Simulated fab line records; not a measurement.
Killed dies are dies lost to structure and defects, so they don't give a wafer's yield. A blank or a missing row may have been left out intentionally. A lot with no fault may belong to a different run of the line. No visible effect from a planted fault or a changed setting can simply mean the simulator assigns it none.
fab line records -- flow n5Finfet -- part 1 of 2: steps 1 to 20 of 29
[record] lots = 5, wafers = 15, lastDay = 17
route steps=1938 shown SDB@353 DUMMY_REMOVAL@377
lots that met no fault: from a run of the same line without faults
startH: the number of hours between the record's first day and the start of the first shown wafer of the lot -- waitH: hours since the lot's step before -- " identical to the entry in the row above -- L1.1+2: a row that stands for several wafers -- - value missing, or start not given -- * or withheld: withheld -- < > ~ a bound
route shown NAME@n: a module of which the file shows steps, and the number in the route of the first -- usual: the fault-free wafers' mean and standard deviation -- same: alike in all rows -- chamber/n: place in a boat -- sites: per-site readings -- _std_site: standard deviation across them -- _edge_site: inner sites' mean taken away from outer sites' mean -- radiusMm: how far each site lies from the wafer's centre -- mask NAME#n: copy n -- behind: the last tool/chamber to shape the wafer -- hold: why the lot was held/for how many hours/how that ended -- device: the n, p or np transistor that did not switch -- end of line: the route-end tests of the same wafers -- step lacking rows: just its recipe -- killed: count of dies lost to structure and defects at first sort (not the wafer's yield) -- map: dies across one wafer; x = killed, . = not, _ = none there
set.NAME: the setting that was run; set.NAME@STEP: the one run at that earlier step -- model.NAME: the simulator's own value behind a step, which no gauge read
certain route steps with their lots: each step a table, each wafer a row
services: from which hour (startH, from the record's first day; less than 0 if before it) a tool's chamber was out of use, for how many hours, and why
[[steps]]
[step N5_SDB_EXPOSE_08]
[recipe] maskId = SDB, na = 1.35, sourceShape = conventional, sigmaOuter = 0.5, polarization = unpolarized, doseMj = 49.6
[same] na = 1.35
lot.wafer,tool,chamber,startH,waitH,mask
L076.1+3+4,arfiScanner-02,0,76.11,-,SDB#0
L081.2+3+4,arfiScanner-02,0,109.06,-,SDB#0
L086.2+4+6,arfiScanner-02,0,140.99,-,SDB#0
L091.2+4+5,arfiScanner-02,0,173.58,-,SDB#0
L095.3+4+6,arfiScanner-01,0,195.46,-,SDB#0
[step N5_SDB_PEB_09]
[recipe] pebTempC = withheld, pebTimeS = 60, resist = CAR-ArF
lot.wafer,tool,chamber,startH,waitH
L076.1+3+4,lithoTrack-02,0,76.16,0.1
L081.2+3+4,lithoTrack-02,0,109.12,0.0
L086.2+4+6,lithoTrack-02,0,141.04,0.0
L091.2+4+5,lithoTrack-05,0,173.63,0.0
L095.3+4+6,lithoTrack-01,0,195.51,0.0
[step N5_SDB_DEVELOP_10]
[recipe] developTimeS = 30, developer = TMAH, resist = CAR-ArF, rinseLiquid = diw, dry = airSpin, devTempC = 23
lot.wafer,tool,chamber,startH,waitH
L076.1+3+4,lithoTrack-02,0,-,-
L081.2+3+4,lithoTrack-02,0,-,-
L086.2+4+6,lithoTrack-02,0,-,-
L091.2+4+5,lithoTrack-05,0,-,-
L095.3+4+6,lithoTrack-01,0,-,-
[step N5_SDB_CD_MEAS_11]
[recipe] targetCdNm = 50, landingEnergyEv = 500, detector = seInlens, polarity = opening
[usual] cdNm = 49.6/1.8
lot.wafer,tool,chamber,startH,waitH,cdNm
L076.1,cdSem-02,0,76.23,-,51.7
L076.3,cdSem-02,0,76.23,-,51.0
L076.4,cdSem-02,0,76.23,-,53.2
L081.2,cdSem-01,0,109.18,-,52.6
L081.3,cdSem-01,0,109.18,-,49.8
L081.4,cdSem-01,0,109.18,-,51.1
L086.2,cdSem-01,0,141.11,-,50.2
L086.4,cdSem-01,0,141.11,-,49.5
L086.6,cdSem-01,0,141.11,-,50.2
L091.2,cdSem-01,0,173.70,-,47.6
L091.4,cdSem-01,0,173.70,-,47.8
L091.5,cdSem-01,0,173.70,-,47.9
L095.3,cdSem-03,0,195.58,-,50.9
L095.4,cdSem-03,0,195.58,-,51.6
L095.6,cdSem-03,0,195.58,-,51.4
[step N5_SDB_OVL_MEAS_12]
[recipe] pointsPerWafer = 44
[usual] SDB_OVL = -0.5/0.85
lot.wafer,tool,chamber,startH,waitH,SDB_OVL[nm]
L076.1,overlay-01,0,76.26,0.0,-1.2
L076.3,overlay-01,0,76.26,0.0,-1.2
L076.4,overlay-01,0,76.26,0.0,-1.6
L081.2,overlay-01,0,109.21,0.0,-0.3
L081.3,overlay-01,0,109.21,0.0,-0.4
L081.4,overlay-01,0,109.21,0.0,-0.8
L086.2,overlay-02,0,141.14,0.0,-0.1
L086.4,overlay-02,0,141.14,0.0,-1.1
L086.6,overlay-02,0,141.14,0.0,-0.8
L091.2,overlay-02,0,173.73,0.0,-1.7
L091.4,overlay-02,0,173.73,0.0,-1.5
L091.5,overlay-02,0,173.73,0.0,-1.5
L095.3,overlay-02,0,195.60,0.0,-1.0
L095.4,overlay-02,0,195.60,0.0,-0.3
L095.6,overlay-02,0,195.60,0.0,0.2
[step N5_SDB_INSPECT_13]
[recipe] mode = adi, inspectInstrument = brightfield
[usual] rawDefectCount = 69/27
lot.wafer,tool,chamber,startH,waitH,rawDefectCount
L076.1,defectInspect-02,-,76.29,0.0,69
L076.3,defectInspect-02,-,76.29,0.0,82
L076.4,defectInspect-02,-,76.29,0.0,135
L081.2,defectInspect-02,-,109.24,0.0,75
L081.3,defectInspect-02,-,109.24,0.0,107
L081.4,defectInspect-02,-,109.24,0.0,71
L086.2,defectInspect-01,-,141.16,0.0,50
L086.4,defectInspect-01,-,141.16,0.0,19
L086.6,defectInspect-01,-,141.16,0.0,45
L091.2,defectInspect-02,-,173.75,0.0,97
L091.4,defectInspect-02,-,173.75,0.0,78
L091.5,defectInspect-02,-,173.75,0.0,76
L095.3,defectInspect-02,-,195.63,0.0,47
L095.4,defectInspect-02,-,195.63,0.0,60
L095.6,defectInspect-02,-,195.63,0.0,44
[step N5_SDB_DESCUM_16]
[recipe] chemistry = O2, timeS = 7.9, sourcePowerW = 50, biasPowerW = 20, pressureMtorr = 20, rfFrequencyHz = 2.712e+07, tempC = 40, resist = CAR-ArF, o2FlowSccm = 225
[usual] drypumpMotorCurrentA = 5.9/0.43, oesProductAu = 0.79/0.073, rfVppV = 244.0/1.4, showerheadPlenumPTorr = 2.15/0.07, throttleValvePct = 20.4/0.37
lot.wafer,tool,chamber,startH,waitH,drypumpMotorCurrentA,oesProductAu,rfHoursCounterH,rfVppV,showerheadPlenumPTorr,throttleValvePct
L076.1,rieDiel-05,3,76.32,0.0,5.9,0.74,182,244.9,2.17,20.0
L076.3,rieDiel-05,2,76.32,0.0,5.4,0.88,43,242.0,2.03,20.0
L076.4,rieDiel-05,2,76.32,0.0,5.4,0.89,-,240.5,2.03,19.9
L081.2,rieDiel-06,1,109.27,0.0,6.5,0.90,24,245.0,2.21,20.2
L081.3,rieDiel-06,0,109.27,0.0,6.3,0.74,176,244.6,2.18,20.7
L081.4,rieDiel-06,2,109.27,0.0,5.9,0.68,238,241.5,2.05,20.3
L086.2,rieDiel-05,1,141.20,0.0,5.8,0.77,135,244.0,2.21,21.1
L086.4,rieDiel-05,0,141.20,0.0,6.2,0.91,-,245.9,2.23,20.1
L086.6,rieDiel-05,1,141.20,0.0,5.8,0.76,-,243.6,2.21,21.0
L091.2,rieDiel-04,0,173.79,0.0,4.9,0.87,48,242.3,2.08,20.9
L091.4,rieDiel-04,3,173.79,0.0,6.3,0.84,73,243.4,2.14,20.2
L091.5,rieDiel-04,3,173.79,0.0,6.3,0.85,-,243.3,2.14,20.2
L095.3,rieDiel-04,0,195.66,0.0,5.0,0.85,57,243.9,2.07,20.9
L095.4,rieDiel-04,3,195.66,0.0,6.3,0.82,82,241.3,2.13,20.2
L095.6,rieDiel-04,1,195.66,0.0,5.8,0.68,-,243.7,2.13,20.1
[step N5_SDB_ETCH_17]
[recipe] chemistry = CF4, target = SiARC, targetDepthA = 234, maskMaterial = CAR-ArF, timeS = 39, ionEnergyEv = 80, pressureMtorr = 40, sourceW = 545, biasW = 36, Ar_flow_sccm = 100, cf4FlowSccm = 100, ends = cleared
[usual] drypumpMotorCurrentA = 5.9/0.43, etchRfOnTimeS = 38.8/0.95, oesProductAu = 0.68/0.066, rfVppV = 184.7/1.1, showerheadPlenumPTorr = 2.20/0.058, throttleValvePct = 15.53/0.24
lot.wafer,tool,chamber,startH,waitH,drypumpMotorCurrentA,etchRfOnTimeS,oesProductAu,rfHoursCounterH,rfVppV,showerheadPlenumPTorr,throttleValvePct
L076.1,rieDiel-05,3,76.36,0.0,5.9,39.7,0.63,182,184.6,2.21,15.29
L076.3,rieDiel-05,2,76.36,0.0,5.4,37.8,0.75,43,182.6,2.11,15.35
L076.4,rieDiel-05,2,76.36,0.0,5.4,38.0,0.75,-,184.1,2.11,15.36
L081.2,rieDiel-06,1,109.30,0.0,6.5,36.6,0.77,24,185.6,2.27,15.40
L081.3,rieDiel-06,0,109.30,0.0,6.3,40.0,0.63,176,184.5,2.21,15.77
L081.4,rieDiel-06,2,109.30,0.0,5.9,38.8,0.58,238,183.9,2.13,15.78
L086.2,rieDiel-05,1,141.23,0.0,5.9,38.1,0.65,135,184.6,2.23,15.96
L086.4,rieDiel-05,0,141.23,0.0,6.2,38.6,0.78,-,185.7,2.26,15.20
L086.6,rieDiel-05,1,141.23,0.0,5.8,38.2,0.66,-,184.5,2.23,15.96
L091.2,rieDiel-04,0,173.82,0.0,5.0,39.2,0.74,48,184.3,2.09,15.71
L091.4,rieDiel-04,3,173.82,0.0,6.3,38.2,0.72,73,183.6,2.16,15.26
L091.5,rieDiel-04,3,173.82,0.0,6.3,38.8,0.72,-,185.1,2.16,15.27
L095.3,rieDiel-04,0,195.70,0.0,4.9,38.6,0.74,57,183.7,2.08,15.71
L095.4,rieDiel-04,3,195.70,0.0,6.3,38.1,0.71,82,183.7,2.16,15.29
L095.6,rieDiel-04,1,195.70,0.0,5.8,40.9,0.57,-,184.0,2.21,15.59
[step N5_SDB_ETCH_18]
[recipe] chemistry = N2/H2, target = SOC, targetDepthA = 1000, overetchA = 200, maskMaterial = SiARC, tempC = 40, timeS = 150, ionEnergyEv = 200, pressureMtorr = 30, sourceW = 840, biasW = 150, n2FlowSccm = 200, h2FlowSccm = 200
[usual] drypumpMotorCurrentA = 5.9/0.43, oesProductAu = 0.71/0.062, rfVppV = 525.6/2.5, showerheadPlenumPTorr = 2.61/0.085, throttleValvePct = 17.7/0.33
lot.wafer,tool,chamber,startH,waitH,drypumpMotorCurrentA,oesProductAu,rfHoursCounterH,rfVppV,showerheadPlenumPTorr,throttleValvePct
L076.1,rieDiel-05,3,76.39,0.0,5.8,0.66,182,526.0,2.61,17.2
L076.3,rieDiel-05,2,76.39,0.0,5.4,0.78,43,522.2,2.49,17.4
L076.4,rieDiel-05,2,76.39,0.0,5.4,0.78,-,521.4,2.49,17.4
L081.2,rieDiel-06,1,109.34,0.0,6.5,0.78,24,530.1,2.69,17.5
L081.3,rieDiel-06,0,109.34,0.0,6.4,0.66,176,525.2,2.65,18.1
L081.4,rieDiel-06,2,109.34,0.0,5.9,0.61,238,521.8,2.47,17.6
L086.2,rieDiel-05,1,141.27,0.0,5.8,0.67,135,525.5,2.66,18.2
L086.4,rieDiel-05,0,141.27,0.0,6.2,0.81,-,527.6,2.68,17.3
L086.6,rieDiel-05,1,141.27,0.0,5.8,0.67,-,526.5,2.66,18.2
L091.2,rieDiel-04,0,173.86,0.0,5.0,0.78,48,520.4,2.45,17.6
L091.4,rieDiel-04,3,173.86,0.0,6.3,0.75,73,524.4,2.60,17.7
L091.5,rieDiel-04,3,173.86,0.0,6.3,0.75,-,524.4,2.60,17.7
L095.3,rieDiel-04,0,195.73,0.0,5.0,0.77,57,520.7,2.44,17.7
L095.4,rieDiel-04,3,195.73,0.0,6.3,0.74,82,523.5,2.59,17.7
L095.6,rieDiel-04,1,195.73,0.0,5.8,0.62,-,526.8,2.63,17.8
[step N5_SDB_STRIP_19]
[recipe] chemistry = N2/H2, tempC = 40, n2FlowSccm = 200, h2FlowSccm = 200, rfFrequencyHz = 6e+07
lot.wafer,tool,chamber,startH,waitH
L076.1+3+4,rieDiel-05,"3,2,2",76.52,0.1
L081.2+3+4,rieDiel-06,"1,0,2",109.47,0.1
L086.2+4+6,rieDiel-05,"1,0,1",141.40,0.1
L091.2+4+5,rieDiel-04,"0,3,3",173.98,0.1
L095.3+4+6,rieDiel-04,"0,3,1",195.86,0.1
[step N5_SDB_STRIP_21]
[recipe] chemistry = CF4, resist = SiARC, powerW = 300, biasPowerW = 75, pressureMtorr = 50, cf4FlowSccm = 150, rfFrequencyHz = 6e+07
[usual] drypumpMotorCurrentA = 5.9/0.43, oesProductAu = 0.78/0.069, rfVppV = 272.2/1.3, showerheadPlenumPTorr = 1.84/0.045, throttleValvePct = 13.51/0.22
lot.wafer,tool,chamber,startH,waitH,drypumpMotorCurrentA,oesProductAu,rfHoursCounterH,rfVppV,showerheadPlenumPTorr,throttleValvePct
L076.1,rieDiel-05,3,76.53,0.0,5.9,0.74,182,273.5,1.85,13.34
L076.3,rieDiel-05,2,76.53,0.0,5.4,0.86,44,270.0,1.79,13.34
L076.4,rieDiel-05,2,76.53,0.0,5.4,0.86,-,270.5,1.79,13.38
L081.2,rieDiel-06,1,109.48,0.0,6.5,0.86,24,274.0,1.90,13.32
L081.3,rieDiel-06,0,109.48,0.0,6.3,0.74,176,270.9,1.83,13.70
L081.4,rieDiel-06,2,109.48,0.0,5.9,0.67,238,272.2,1.80,13.84
L086.2,rieDiel-05,1,141.41,0.0,5.8,0.75,135,271.3,1.85,13.85
L086.4,rieDiel-05,0,141.41,0.0,6.2,0.90,-,273.8,1.90,13.19
L086.6,rieDiel-05,1,141.41,0.0,5.8,0.75,-,271.6,1.85,13.87
L091.2,rieDiel-04,0,173.99,0.0,4.9,0.87,48,269.2,1.74,13.61
L091.4,rieDiel-04,3,173.99,0.0,6.3,0.82,73,272.6,1.81,13.27
L091.5,rieDiel-04,3,173.99,0.0,6.3,0.82,-,272.8,1.81,13.27
L095.3,rieDiel-04,0,195.87,0.0,5.0,0.85,57,270.2,1.74,13.62
L095.4,rieDiel-04,3,195.87,0.0,6.3,0.81,82,272.3,1.81,13.29
L095.6,rieDiel-04,1,195.87,0.0,5.7,0.68,-,272.6,1.85,13.61
[step N5_SDB_HM_OPEN_20]
[recipe] chemistry = CH3F/O2, target = SiNx, maskMaterial = SOC, targetDepthA = 240, stopOn = poly-Si, overEtchFrac = 0.4, ionEnergyEv = 120, pressureMtorr = 30, sourceW = 395, biasW = 73, Ar_flow_sccm = 150, CH3F_flow_sccm = 30, O2_flow_sccm = 20
[usual] drypumpMotorCurrentA = 5.9/0.43, oes_ar_750_au = 0.79/0.074, oesProductAu = 0.65/0.058, rfVppV = 299/5.2, showerheadPlenumPTorr = 2.06/0.064, throttleValvePct = 16.27/0.3
lot.wafer,tool,chamber,startH,waitH,drypumpMotorCurrentA,oes_ar_750_au,oesProductAu,rfHoursCounterH,rfVppV,showerheadPlenumPTorr,throttleValvePct
L076.1,rieDiel-05,3,76.55,0.0,5.8,0.74,0.60,183,296,2.07,15.99
L076.3,rieDiel-05,2,76.55,0.0,5.4,0.88,0.70,44,302,1.95,15.97
L076.4,rieDiel-05,2,76.55,0.0,5.4,0.87,0.71,-,305,1.95,15.96
L081.2,rieDiel-06,1,109.50,0.0,6.5,0.90,0.72,24,292,2.13,16.13
L081.3,rieDiel-06,0,109.50,0.0,6.3,0.74,0.60,176,315,2.09,16.63
L081.4,rieDiel-06,2,109.50,0.0,5.9,0.67,0.56,238,297,1.98,16.42
L086.2,rieDiel-05,1,141.43,0.0,5.8,0.76,0.62,135,301,2.10,16.82
L086.4,rieDiel-05,0,141.43,0.0,6.2,0.92,0.73,-,294,2.11,15.89
L086.6,rieDiel-05,1,141.43,0.0,5.8,0.76,0.62,-,299,2.11,16.81
L091.2,rieDiel-04,0,174.01,0.0,5.0,0.88,0.71,48,296,1.96,16.51
L091.4,rieDiel-04,3,174.01,0.0,6.3,0.83,0.69,73,297,2.02,15.99
L091.5,rieDiel-04,3,174.01,0.0,6.3,0.83,0.69,-,300,2.02,15.99
L095.3,rieDiel-04,0,195.89,0.0,5.0,0.87,0.71,57,297,1.95,16.54
L095.4,rieDiel-04,3,195.89,0.0,6.3,0.82,0.68,82,298,2.02,15.99
L095.6,rieDiel-04,1,195.89,0.0,5.8,0.68,0.56,-,295,2.06,16.27
[step N5_SDB_STRIP_22]
[recipe] chemistry = N2/H2, powerW = 1000, tempC = 250, h2Frac = 0.65, overashFraction = 0.3, pressureMtorr = withheld, n2FlowSccm = 1750, h2FlowSccm = 3250
[usual] drypumpMotorCurrentA = 5.60/0.25, heaterPowerW = 357/33, oesProductAu = 0.714/0.0045, stripTimeToEndpointS = 96.2/0.46
lot.wafer,tool,chamber,startH,waitH,drypumpMotorCurrentA,heaterPowerW,oesProductAu,rfHoursCounterH,stripTimeToEndpointS
L076.1,plasmaAsher-01,1,76.63,0.1,5.55,387,0.721,37,96.5
L076.3,plasmaAsher-01,1,76.63,0.1,5.53,385,0.726,-,96.0
L076.4,plasmaAsher-01,0,76.63,0.1,5.85,377,0.714,-,96.0
L081.2,plasmaAsher-02,0,109.58,0.1,5.19,299,0.720,99,95.8
L081.3,plasmaAsher-02,0,109.58,0.1,5.21,304,0.716,-,96.3
L081.4,plasmaAsher-02,1,109.58,0.1,5.78,362,0.705,-,96.3
L086.2,plasmaAsher-02,0,141.51,0.1,5.23,304,0.720,104,96.1
L086.4,plasmaAsher-02,1,141.51,0.1,5.80,361,0.712,-,96.1
L086.6,plasmaAsher-02,1,141.51,0.1,5.77,368,0.716,-,95.9
L091.2,plasmaAsher-01,1,174.10,0.1,5.56,385,0.724,54,95.9
L091.4,plasmaAsher-01,0,174.10,0.1,5.85,371,0.712,-,95.9
L091.5,plasmaAsher-01,0,174.10,0.1,5.85,358,0.709,-,95.5
L095.3,plasmaAsher-01,0,196.01,0.1,5.85,379,0.715,-,96.6
L095.4,plasmaAsher-01,1,196.01,0.1,5.54,395,0.722,-,96.8
L095.6,plasmaAsher-01,0,196.01,0.1,5.84,367,0.716,-,97.2
[step N5_SDB_PRECLEAN_23]
[recipe] chemistry = dHF, timeS = 30, tempC = 25, dilution = withheld
lot.wafer,tool,chamber,startH,waitH
L076.1+3+4,wetBench-01,"3,5,4",76.78,0.1
L081.2+3+4,wetBench-04,"0,1,5",109.73,0.1
L086.2+4+6,wetBench-01,"7,5,4",141.65,0.1
L091.2+4+5,wetBench-06,"1,3,2",174.25,0.1
L095.3+4+6,wetBench-06,"6,0,5",196.12,0.1
[step N5_SDB_DUMMY_REMOVE_24]
[recipe] chemistry = TMAH, tempC = 70, target = poly-Si, stopOn = SiO2, targetDepthNm = 142, concWtPct = 5, timeS = 57, dry = ipaMarangoni, rinseTimeS = 30, rinseTempC = 23
lot.wafer,tool,chamber,startH,waitH
L076.1+3+4,wetBench-01,"3,5,4",76.79,0.0
L081.2+3+4,wetBench-04,"0,1,5",109.74,0.0
L086.2+4+6,wetBench-01,"7,5,4",141.67,0.0
L091.2+4+5,wetBench-06,"1,3,2",174.26,0.0
L095.3+4+6,wetBench-06,"6,0,5",196.13,0.0
[step N5_SDB_ETCH_25]
[recipe] chemistry = C4F6/O2, target = SiO2, targetDepthA = 100, timeS = 3.3, ionEnergyEv = 250, maskMaterial = SiNx, pressureMtorr = 30, sourceW = 345, biasW = 185, Ar_flow_sccm = 300, C4F6_flow_sccm = 10, O2_flow_sccm = 10
[usual] drypumpMotorCurrentA = 5.9/0.51, oes_ar_750_au = 0.80/0.083, oesProductAu = 0.80/0.081, rfVppV = 669/13, showerheadPlenumPTorr = 2.92/0.078, throttleValvePct = 21.11/0.27
lot.wafer,tool,chamber,startH,waitH,drypumpMotorCurrentA,oes_ar_750_au,oesProductAu,rfHoursCounterH,rfVppV,showerheadPlenumPTorr,throttleValvePct
L076.1,rieDiel-04,1,76.85,0.0,5.8,0.72,0.71,193,661,2.95,20.97
L076.3,rieDiel-04,0,76.85,0.0,5.0,0.95,0.93,16,663,2.80,21.39
L076.4,rieDiel-04,2,76.85,0.0,6.3,0.86,0.86,53,664,3.02,21.16
L081.2,rieDiel-06,2,109.80,0.0,5.9,0.67,0.68,238,666,2.82,21.22
L081.3,rieDiel-06,0,109.80,0.0,6.3,0.74,0.75,176,705,2.96,21.47
L081.4,rieDiel-06,3,109.80,0.0,5.1,0.76,0.76,156,672,2.95,21.00
L086.2,rieDiel-06,0,141.72,0.0,6.4,0.73,0.74,187,705,2.96,21.48
L086.4,rieDiel-06,3,141.72,0.0,5.0,0.75,0.76,164,673,2.94,21.01
L086.6,rieDiel-06,0,141.72,0.0,6.3,0.73,0.73,-,705,2.96,21.47
L091.2,rieDiel-04,1,174.32,0.0,5.8,0.69,0.68,226,661,2.93,21.02
L091.4,rieDiel-04,3,174.32,0.0,6.3,0.83,0.84,73,669,2.87,20.81
L091.5,rieDiel-04,0,174.32,0.0,4.9,0.89,0.88,-,661,2.79,21.45
L095.3,rieDiel-05,0,196.19,0.0,6.2,0.88,0.87,37,659,3.00,20.74
L095.4,rieDiel-05,1,196.19,0.0,5.8,0.74,0.75,154,671,2.98,21.76
L095.6,rieDiel-05,3,196.19,0.0,5.8,0.71,0.69,-,665,2.91,20.71
[step N5_SDB_CUT_ETCH_26]
[recipe] chemistry = HBr/Cl2/O2, target = Si, targetDepthA = 1296, btTimeS = 20, maskMaterial = SiNx, timeS = 51.8, ionEnergyEv = *, biasW = *, pressureMtorr = 10, icpW = 800, HBr_flow_sccm = 150, Cl2_flow_sccm = 80, O2_flow_sccm = 12
[usual] drypumpMotorCurrentA = 5.9/0.37, heBacksideLeakSccm = 2.6/0.39, oesProductAu = 0.998/0.013, throttleValvePct = 37.2/0.35
lot.wafer,tool,chamber,startH,waitH,drypumpMotorCurrentA,heBacksideLeakSccm,oesProductAu,rfHoursCounterH,throttleValvePct
L076.1,rieSi-01,1,76.93,0.1,6.0,2.8,1.001,78,37.1
L076.3,rieSi-01,0,76.93,0.1,5.5,2.4,0.995,86,37.2
L076.4,rieSi-01,2,76.93,0.1,5.6,2.8,0.978,5,37.2
L081.2,rieSi-04,0,109.88,0.1,5.6,2.4,0.988,8,36.7
L081.3,rieSi-04,2,109.88,0.1,5.7,2.3,1.008,93,37.6
L081.4,rieSi-04,3,109.88,0.1,5.6,2.4,0.984,96,37.1
L086.2,rieSi-04,2,141.81,0.1,5.7,2.6,1.016,94,37.6
L086.4,rieSi-04,0,141.81,0.1,5.6,2.4,0.991,9,36.7
L086.6,rieSi-04,3,141.81,0.1,5.6,2.4,0.989,-,37.1
L091.2,rieSi-02,3,174.41,0.1,6.8,2.9,0.983,42,37.1
L091.4,rieSi-02,1,174.41,0.1,5.5,2.5,0.984,41,37.4
L091.5,rieSi-02,1,174.41,0.1,5.5,2.4,0.988,-,37.5
L095.3,rieSi-02,0,196.27,0.1,6.2,2.5,0.998,83,37.2
L095.4,rieSi-02,1,196.27,0.1,5.5,2.4,0.984,41,37.4
L095.6,rieSi-02,1,196.27,0.1,5.5,2.3,0.991,-,37.5
[step N5_SDB_PRECLEAN_38]
[recipe] chemistry = dHF, timeS = 10, dilution = 750:1, tempC = 25
lot.wafer,tool,chamber,startH,waitH
L076.1+3+4,wetBench-01,"7,0,4",77.05,0.1
L081.2+3+4,wetBench-01,"1,5,2",110.00,0.1
L086.2+4+6,wetBench-04,"1,4,0",141.93,0.1
L091.2+4+5,wetBench-04,"2,4,7",174.53,0.1
L095.3+4+6,wetBench-04,"7,3,6",196.39,0.1
[step N5_SDB_PRECLEAN_39]
[recipe] chemistry = O3/DIW, timeS = 45, tempC = 22, o3Ppm = 10
lot.wafer,tool,chamber,startH,waitH
L076.1+3+4,wetBench-01,"7,0,4",77.05,0.0
L081.2+3+4,wetBench-01,"1,5,2",110.00,0.0
L086.2+4+6,wetBench-04,"1,4,0",141.93,0.0
L091.2+4+5,wetBench-04,"2,4,7",174.53,0.0
L095.3+4+6,wetBench-04,"7,3,6",196.40,0.0
[step N5_SDB_SRD_28]
[recipe] dry = ipaMarangoni, timeS = 30, tempC = 23, rinseLiquid = diw
lot.wafer,tool,chamber,startH,waitH
L076.1+3+4,wetBench-01,"7,0,4",77.07,0.0
L081.2+3+4,wetBench-01,"1,5,2",110.02,0.0
L086.2+4+6,wetBench-04,"1,4,0",141.94,0.0
L091.2+4+5,wetBench-04,"2,4,7",174.55,0.0
L095.3+4+6,wetBench-04,"7,3,6",196.41,0.0
